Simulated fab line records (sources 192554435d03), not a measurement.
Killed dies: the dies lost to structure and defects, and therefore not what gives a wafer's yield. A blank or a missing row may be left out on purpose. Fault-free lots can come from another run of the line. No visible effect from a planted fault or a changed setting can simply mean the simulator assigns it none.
Struck lot and sound lot, side by side	flow n5_finfet	16 out of 1938 route steps
Sound: these wafers, L249.2, L249.3, L249.4. Struck: wafer L248.6. (L248.1, L248.5 of the same lot were not struck and are left out.) The cause comes at the end.
Each step with rows lists, per side, the tool, then ch with its chambers, then its first start. Under that, the readings that differ: sound wafers	struck wafers	difference of the means	sigmas: that difference in standard deviations of wafers without a fault.
alike: words and numbers the same on both sides, and readings whose means are apart by under 2 such deviations; not compared: readings that were withheld, readings missing a value for some wafer, numbers with overlapping values and no deviation given by the record, and bounds like >300 which may hide the same value.
Wherever a step has rows on one side only, a row that says differs or no value, or a row with sigmas, the two part there. When numbers do not overlap yet have no deviation, they are printed without sigmas and do not part them. A reading missing from all wafers of one side parts the sides only when that side holds two or more wafers.

first, 2 steps without rows for these wafers: N5_BEOL_M0_SAQP_SRD_93 (time 30 s); N5_BEOL_M0_SAQP_RECESS_114 (chemistry HF/NH3, target SiO2, target depth 14.4 nm, afs cycles 3, sublimation time 60 s).
N5_BEOL_M0_SAQP_SPACER1_ALD_98: deposits SiO2, target thk 12.8 nm, pulse time 1 s, purge time 2 s.
  sound on ald_sin-01 ch 0,1,3, day 8 23:39; struck on ald_sin-02 ch 0, day 8 14:04
  alike: heater_power_w, precursor_pulse_height_rel
then, 2 steps without rows for these wafers: N5_BEOL_M0_SAQP_SPACER1_ETCHBACK_99 (etches SiO2 in CHF3/O2, target depth 15.4 nm, time 7.7 s); N5_BEOL_M0_SAQP_MANDREL1_REMOVE_100 (chemistry HBr/Cl2/O2, target a-Si, stops on SiNx, bt time 10 s).
N5_BEOL_M0_SAQP_CD_MEAS_25: the cd target is 13.1 nm.
  sound on cd_sem-01 ch 0, day 9 00:20; struck on cd_sem-01 ch 0, day 8 14:44
  alike: cd_nm
N5_BEOL_M0_SAQP_ETCH_101: etches SiNx in CH3F/O2, target depth 29.9 nm, time 42.7 s.
  sound on rie_diel-05 ch 0,1,2, day 9 00:22; struck on rie_diel-05 ch 3, day 8 14:47
reading	sound	struck	difference	sigmas
showerhead_plenum_p_Torr (Torr)	1.88 1.94 1.98	2.12	+0.19	+2
  alike: bias_w, drypump_motor_current_A, oes_product_au, rf_vpp_V, throttle_valve_pct
  not compared: rf_hours_counter_h
then, 1 step without rows for these wafers: N5_BEOL_M0_SAQP_ETCH_102 (etches SiO2 in CF4, target depth 4 nm, time 4.4 s).
N5_BEOL_M0_SAQP_MANDREL_ETCH_103: etches a-Si in HBr/Cl2, stops on SiCN, target depth 45 nm, bt time 10 s, time 27 s.
  sound on rie_si-04 ch 1,3, day 9 00:30; struck on rie_si-02 ch 1, day 8 14:55
reading	sound	struck	difference	sigmas
throttle_valve_pct (%)	35.29 35.13 35.27	35.95	+0.72	+3
  alike: bias_w, drypump_motor_current_A, oes_product_au
  not compared: rf_hours_counter_h
N5_BEOL_M0_SAQP_RECESS_104: chemistry HF/NH3, target SiO2, target depth 18 nm, afs cycles 3, sublimation time 60 s.
  sound on vapor_etch-01 ch 0,1, day 9 00:35; struck on vapor_etch-01 ch 1, day 8 14:59
  alike: drypump_motor_current_A, sublimation_temp_c
then, 1 step without rows for these wafers: N5_BEOL_M0_SAQP_COAT_105 (time 60 s, resist thk 100 nm).
N5_BEOL_M0_SAQP_ETCH_106: etches SOC in N2/H2, stops on SiNx, target depth 150 nm.
  sound on rie_diel-05 ch 0,1,2, day 9 01:02; struck on rie_diel-04 ch 2, day 8 15:38
reading	sound	struck	difference	sigmas
rf_vpp_V (V)	238.6 240.4 239.5	243.5	+4.0	+2
showerhead_plenum_p_Torr (Torr)	2.46 2.54 2.42	2.70	+0.23	+2
  alike: bias_w, drypump_motor_current_A, h2_flow_sccm, oes_product_au, throttle_valve_pct
  not compared: rf_hours_counter_h
N5_BEOL_M0_SAQP_ETCH_107: etches SiNx in CH3F/O2, target depth 30 nm.
  sound on rie_diel-05 ch 0,1,2, day 9 01:05; struck on rie_diel-04 ch 2, day 8 15:42
reading	sound	struck	difference	sigmas
bias_w (W)	72.84 72.76 72.96	78.23	+5.38	+24
rf_vpp_V (V)	293 299 307	323	+23	+5
showerhead_plenum_p_Torr (Torr)	1.94 1.98 1.88	2.12	+0.19	+2
  alike: drypump_motor_current_A, oes_product_au, throttle_valve_pct
  not compared: rf_hours_counter_h
then, 1 step without rows for these wafers: N5_BEOL_M0_SAQP_STRIP_108 (strips in N2/H2).
-- the record jumps here: 3 days lie between the struck wafers' starts before and after (it left off in module BEOL_M0_SAQP and takes up again in module BEOL_M4, whose first step shown is number 1111 of the route) --
N5_BEOL_M4_RC_MEAS_101:
  sound on prober-01 ch 0, day 12 08:35; struck on prober-01 ch 0, day 11 19:54
  alike: DIBL_N, DIBL_P, IOFF_N, IOFF_P, ION_N, ION_P, SS_N, SS_P, VT_N, VT_P
N5_PASSIVATION_PROBE_49:
  rows exist in the record for the sound wafers here (prober-02, day 16 10:08), none for the struck ones

WHERE THEY PART
First at N5_BEOL_M0_SAQP_ETCH_101; last, within this record, at N5_PASSIVATION_PROBE_49.

WHY: whatever the simulator had introduced
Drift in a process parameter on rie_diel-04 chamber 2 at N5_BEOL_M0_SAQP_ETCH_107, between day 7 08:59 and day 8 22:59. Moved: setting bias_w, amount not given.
